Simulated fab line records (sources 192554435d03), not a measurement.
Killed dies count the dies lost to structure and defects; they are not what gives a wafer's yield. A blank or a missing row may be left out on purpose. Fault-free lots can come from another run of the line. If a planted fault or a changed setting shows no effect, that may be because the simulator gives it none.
Chamber matching || flow n5_finfet || 4 sister chambers for N5_MOL_CONTACT_COAG_ETCHBACK_136 on rie_diel-06
The step etches SiO2 in CHF3, target depth 25 nm, time 16.7 s. 4 wafers are shown with their chamber, then 11 later ones without.

== WAFERS, EACH WITH ITS CHAMBER ==
{"wafer": "L084.3", "chamber": 1, "rf_vpp_V (V)": 519}
{"wafer": "L087.1", "chamber": 3, "rf_vpp_V (V)": 552}
{"wafer": "L087.3", "chamber": 0, "rf_vpp_V (V)": 502}
{"wafer": "L091.1", "chamber": 2, "rf_vpp_V (V)": 539}

== WAFERS WHOSE CHAMBER IS MISSING ==
{"wafer": "L091.3", "rf_vpp_V (V)": 519}
{"wafer": "L091.5", "rf_vpp_V (V)": 538}
{"wafer": "L093.1", "rf_vpp_V (V)": 517}
{"wafer": "L093.3", "rf_vpp_V (V)": 538}
{"wafer": "L093.4", "rf_vpp_V (V)": 549}
{"wafer": "L095.2", "rf_vpp_V (V)": 537}
{"wafer": "L095.5", "rf_vpp_V (V)": 550}
{"wafer": "L095.6", "rf_vpp_V (V)": 502}
{"wafer": "L097.3", "rf_vpp_V (V)": 539}
{"wafer": "L097.5", "rf_vpp_V (V)": 502}
{"wafer": "L097.6", "rf_vpp_V (V)": 551}

== CHAMBER TAKEN BY EACH ==
{"wafer": "L091.3", "from the rows above": 1, "in truth": 1}
{"wafer": "L091.5", "from the rows above": 2, "in truth": 2}
{"wafer": "L093.1", "from the rows above": 1, "in truth": 1}
{"wafer": "L093.3", "from the rows above": 2, "in truth": 2}
{"wafer": "L093.4", "from the rows above": 3, "in truth": 3}
{"wafer": "L095.2", "from the rows above": 2, "in truth": 2}
{"wafer": "L095.5", "from the rows above": 3, "in truth": 3}
{"wafer": "L095.6", "from the rows above": 0, "in truth": 0}
{"wafer": "L097.3", "from the rows above": 2, "in truth": 2}
{"wafer": "L097.5", "from the rows above": 0, "in truth": 0}
{"wafer": "L097.6", "from the rows above": 3, "in truth": 3}
11 of 11 placed correctly. Can't be placed from these rows: 0. Number placed wrongly: 0.
How it was worked out, from the rows above alone: a wafer's distance from a chamber is the root of the sum, over the readings, of the square of ((its reading less the chamber's mean) divided by the reading's scatter). If the next closest chamber is less than 2 further off than the closest, the wafer can't be placed; otherwise it belongs to the closest. For every chamber, the mean is computed from those of its wafers that are shown. The scatter: root of mean squared gap, hidden wafer to nearest shown wafer, with one shown wafer a chamber.
